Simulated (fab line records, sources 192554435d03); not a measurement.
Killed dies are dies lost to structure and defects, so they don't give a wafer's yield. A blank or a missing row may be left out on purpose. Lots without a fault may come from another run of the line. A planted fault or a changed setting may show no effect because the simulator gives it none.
Split-lot experiment | flow n5_finfet | 7 lots, 21 wafers read, on a route of 1938 steps

THE SPLIT
At N5_SDB_CUT_ETCH_26 (etches Si in HBr/Cl2/O2, target depth 129.6 nm, bt time 20 s, time 51.8 s), the setting icp_w was moved away from the recipe's 800 W on 4 of the 21 wafers read, by -13.5% to +15.8%. The other wafers ran this setting at the recipe's value.

The reading is taken at the split's own step.

THE READING
etch.depth_nm (the simulator's own value, which no gauge read), in nm, at N5_SDB_CUT_ETCH_26 (etches Si in HBr/Cl2/O2, target depth 129.6 nm, bt time 20 s, time 51.8 s). The file gives no usual value for it. The 17 wafers here that ran the recipe average 129.3 nm, standard deviation 0.94 nm.

wafer  | tool, chamber at the split | icp_w as run, W | against the recipe | etch.depth_nm, nm | against lot-mates on the recipe
L074.1 | rie_si-04, 0,3             | 800             | recipe             | 128.4             | -
L074.2 | rie_si-04, 0,3             | 800             | recipe             | 128.4             | -
L074.5 | rie_si-04, 0               | 800             | recipe             | 129.6             | -
L079.1 | rie_si-03, 1               | 800             | recipe             | 131.1             | -
L079.2 | rie_si-03, 0               | 692.1           | -13.5%             | 120.6             | -10.5
L079.5 | rie_si-03, 0               | 692.1           | -13.5%             | 120.5             | -10.6
L081.2 | rie_si-04, 0               | 800             | recipe             | 128.3             | -
L081.4 | rie_si-04, 2               | 800             | recipe             | 129               | -
L081.5 | rie_si-04, 2               | 800             | recipe             | 128               | -
L083.4 | rie_si-04, 2               | 800             | recipe             | 129.8             | -
L083.5 | rie_si-04, 2               | 926.2           | +15.8%             | 139.2             | +10.1
L083.6 | rie_si-04, 1               | 800             | recipe             | 128.3             | -
L092.1 | rie_si-04, 2               | 800             | recipe             | 128.5             | -
L092.4 | rie_si-04, 0               | 800             | recipe             | 130               | -
L092.6 | rie_si-04, 0               | 800             | recipe             | 128.7             | -
L094.2 | rie_si-04, 1               | 837.5           | +4.7%              | 132.2             | +2.7
L094.3 | rie_si-04, 2               | 800             | recipe             | 129.9             | -
L094.4 | rie_si-04, 3               | 800             | recipe             | 129.1             | -
L095.1 | rie_si-04, 0               | 800             | recipe             | 130.8             | -
L095.2 | rie_si-04, 2               | 800             | recipe             | 130.6             | -
L095.6 | rie_si-04, 2               | 800             | recipe             | 129.8             | -
Where a row lists several chambers, the file gives one row for several wafers and doesn't say which wafer went through which chamber.

THE FIT
A straight line over all 21 wafers: etch.depth_nm changes by +0.639 nm for each +1% of icp_w; r = +0.97; the points scatter about the line by 0.89 nm.
The same after taking each lot's own level away (the mean of its wafers on the recipe; 21 wafers): +0.719 nm for each +1%; r = +0.99; scatter 0.63 nm.
On that fit, the largest move of icp_w shifts the reading by 11 nm.
The lots' own levels span 128.43 to 131.10 nm, that is 2.8 times the standard deviation above.
So the lot-to-lot level changes the slope: the two fits differ.
Check: with one of the wafers moved furthest among these (+15.8%) left out of the fit, the line predicts +12 nm for it against its lot-mates. It came out at +10.1 nm against them.

OTHER SPLITS ON THESE WAFERS
These wafers also went through other splits before the reading. Each is held against what the fit with the lots' levels taken away leaves over:
other split on the same wafers       | wafers away from the commonest value | r with etch.depth_nm (lot level and that fit taken away)
N5_DUMMY_GATE_EXPOSE_12 dose_mj      | 8                                    | -0.04
N5_SD_EPI_N_EPI_21 epi_growth_time_s | 8                                    | -0.02

THE WHOLE CHAIN: every reading that the file lists as answering this split, in the file's order
step               | what it does                                                              | reading                                                               | change (the file's fit)               | r (the file's)
N5_SDB_CUT_ETCH_26 | etches Si in HBr/Cl2/O2, target depth 129.6 nm, bt time 20 s, time 51.8 s | SDB.feature_depth_nm (the simulator's own value, which no gauge read) | +0.699 nm for each +1% of the setting | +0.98
N5_SDB_CUT_ETCH_26 | etches Si in HBr/Cl2/O2, target depth 129.6 nm, bt time 20 s, time 51.8 s | etch.depth_nm (the simulator's own value, which no gauge read)        | +0.697 nm for each +1% of the setting | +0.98

THE FILE'S OWN FIT
etch.depth_nm changes by +0.697 nm for each +1% of icp_w, r = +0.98.
